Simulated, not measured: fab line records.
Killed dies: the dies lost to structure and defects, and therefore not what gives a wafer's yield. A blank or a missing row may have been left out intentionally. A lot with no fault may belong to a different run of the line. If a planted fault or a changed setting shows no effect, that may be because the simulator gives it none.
Struck lot and sound lot, side by side :: flow n5-finfet :: 39 out of 1938 route steps
Sound: these wafers, L106.2, L106.3, L106.4. Wafers struck: L103.2, L103.3, L103.6. Last of all comes the cause.
For every step that has rows: the tool of each side, followed by ch and its chambers, followed by its first start. Under that, the readings that differ: sound wafers :: struck wafers :: difference of the means :: sigmas: that difference in standard deviations of wafers without a fault.
alike: readings with means less than 2 such deviations apart, plus words and numbers identical on both sides. not compared: withheld readings, readings lacking a value on some wafer, bounds such as >300 that could conceal the same value, and numbers that have no deviation in the record and whose values overlap.
A row with sigmas, a row that says differs or no value, or rows on one side alone: a step with any of these is where the two part. Numbers that have no deviation but don't overlap get no sigmas and don't part them. A reading missing from all wafers of one side parts the sides only when that side holds two or more wafers.

first, 9 steps without rows for these wafers: N5_BEOL_M4_ANNEAL_95 (time 240 s); N5_BEOL_M4_SPUTTER_96 (material Cu, target thk 4.5 nm, time 8.29 s); N5_BEOL_M4_ECD_50 (material Cu, target thk 300 nm); N5_BEOL_M4_ANNEAL_51 (time 90 s); N5_BEOL_M4_CMP_52 (polishes, stops on SiOC, t overpolish 6.8 s, target thk 40 nm); N5_BEOL_M4_PRE_CLEAN_60 (time 15 s); N5_BEOL_M4_CO_CAP_55 (material Co, precursor CCTBA/H2, target thk 2 nm, time 102.1 s); N5_BEOL_M4_PRE_CLEAN_56 (time 15 s); N5_BEOL_M4_DEP_57 (deposits SiCN from 3MS/NH3, target thk 8 nm, time 14 s).
N5_BEOL_M4_RC_MEAS_101:
  sound on prober-02 ch 0, day 11 06:29; struck on prober-02 ch 0, day 10 06:39
  alike: DIBL_N, DIBL_P, IOFF_N, IOFF_P, ION_N, ION_P, SS_N, SS_P, VT_N, VT_P
then, 24 steps without rows for these wafers: N5_BEOL_M5_ILD_DEP_00 (deposits SiCOH lowk from DEMS/porogen, target thk 140.64 nm, time 25.9 s); N5_BEOL_M5_CURE_79 (cures SiCOH lowk, time 240 s); N5_BEOL_M5_PECVD_70 (deposits SiO2 from TEOS/O2, target thk 16 nm, time 18 s); N5_BEOL_M5_HM_DEP_02 (deposits TiN, target thk 20 nm); N5_BEOL_M5_COAT_59 (time 60 s, resist thk 60 nm); N5_BEOL_M5_COAT_60 (time 60 s, resist thk 12 nm); N5_BEOL_M5_COAT_71 (time 60 s, resist thk 5 nm); N5_BEOL_M5_COAT_05 (resist thk 30 nm); N5_BEOL_M5_EBR_07; N5_BEOL_M5_SOFTBAKE_06 (time 60 s); N5_BEOL_M5_EXPOSE_08 (exposes mask M5, target cd 28 nm); N5_BEOL_M5_PEB_09 (peb time 60 s); N5_BEOL_M5_DEVELOP_10 (develop time 30 s); N5_BEOL_M5_DESCUM_16 (chemistry O2, time 7 s); N5_BEOL_M5_ETCH_72 (etches underlayer in N2/H2, target depth 6.5 nm, time 5.2 s); N5_BEOL_M5_ETCH_61 (etches SiARC in CF4, target depth 15.6 nm, time 26 s); N5_BEOL_M5_ETCH_62 (etches SOC in N2/H2, target depth 75 nm, overetch 15 nm, time 112.5 s); N5_BEOL_M5_STRIP_63 (strips in N2/H2); N5_BEOL_M5_STRIP_73 (strips in N2/H2); N5_BEOL_M5_STRIP_64 (strips in CF4); N5_BEOL_M5_HM_OPEN_17 (chemistry Cl2/BCl3, target TiN, target depth 20 nm, overetch 6 nm); N5_BEOL_M5_STRIP_19 (strips in O2); N5_BEOL_M5_COAT_65 (time 60 s, resist thk 60 nm); N5_BEOL_M5_COAT_66 (time 60 s, resist thk 12 nm).
-- here the record skips 3 days between the struck wafers' starts before and after, leaving off in module BEOL_M5 and picking up in module BEOL_M14 (first step shown: number 1716 of the route) --
N5_BEOL_M14_ILD_DEP_00: deposits SiO2 from TEOS/O2, target thk 1119.3 nm, time 237.4 s.
  sound on pecvd-03 ch 1,2, day 14 02:28; struck on pecvd-01 ch 2, day 13 07:20
reading: susceptor-temp-C (C)
sound: 400.34 400.35 399.92
struck: 406.39 406.27 406.21
difference: +6.09
sigmas: +32

reading: model.SiO2_of_BEOL_M14_ILD_DEP_00.thk-nm (nm)
sound: 1117 1111 1117
struck: 1076 1066 1069
difference: -45
sigmas: 
  alike: heater-power-w, showerhead-plenum-p-Torr, throttle-valve-pct
N5_BEOL_M14_THK_MEAS_01:
  sound on film-metro-02 at day 14 02:40; struck on film-metro-01 at day 13 07:46
reading: M14_ILD_THK (nm)
sound: 1118 1112 1116
struck: 1076 1067 1068
difference: -45
sigmas: -4
N5_BEOL_M14_VIA_ETCH_16: etches SiO2 in C4F8/O2/Ar, target depth 1231.3 nm.
  sound on rie-diel-05 ch 1,2,3, day 14 03:08; struck on rie-diel-04 ch 1,3, day 13 08:22
reading: model.etch.depth-nm (nm)
sound: 1117 1111 1117
struck: 1076 1066 1069
difference: -45
sigmas: 

reading: model.coat_of_BEOL_M14_COAT_04.thk-nm (nm)
sound: 450.8 455.2 452
struck: 462.8 462.8 461.8
difference: +9.8
sigmas: 
  alike: C4F8_flow_sccm, drypump-motor-current-A, oes_o_777_au, oes-product-au, rf-vpp-V, showerhead-plenum-p-Torr, throttle-valve-pct
N5_BEOL_M14_CMP_49: polishes, stops on SiO2, t overpolish 5.2 s, target thk 560 nm.
  sound on cmp-01 ch 0,2,3, day 14 06:40; struck on cmp-01 ch 1,2,3, day 13 13:49
reading: model.SiO2_of_BEOL_M14_ILD_DEP_00.thk-nm (nm)
sound: 1037 1030 1037
struck: 994.8 987.8 987.8
difference: -44.5
sigmas: 
  alike: barrier-field-endpoint-s, motor-current-A, overpolish-run-s, retaining-ring-pressure-frac, time-to-endpoint-s
N5_PASSIVATION_PROBE_49:
  the record has rows for the struck wafers here (prober-01, day 14 11:32) and none for the sound ones

## WHERE THEY PART
First at N5_BEOL_M14_ILD_DEP_00; last, within this record, at N5_PASSIVATION_PROBE_49.

WHY: whatever the simulator had introduced
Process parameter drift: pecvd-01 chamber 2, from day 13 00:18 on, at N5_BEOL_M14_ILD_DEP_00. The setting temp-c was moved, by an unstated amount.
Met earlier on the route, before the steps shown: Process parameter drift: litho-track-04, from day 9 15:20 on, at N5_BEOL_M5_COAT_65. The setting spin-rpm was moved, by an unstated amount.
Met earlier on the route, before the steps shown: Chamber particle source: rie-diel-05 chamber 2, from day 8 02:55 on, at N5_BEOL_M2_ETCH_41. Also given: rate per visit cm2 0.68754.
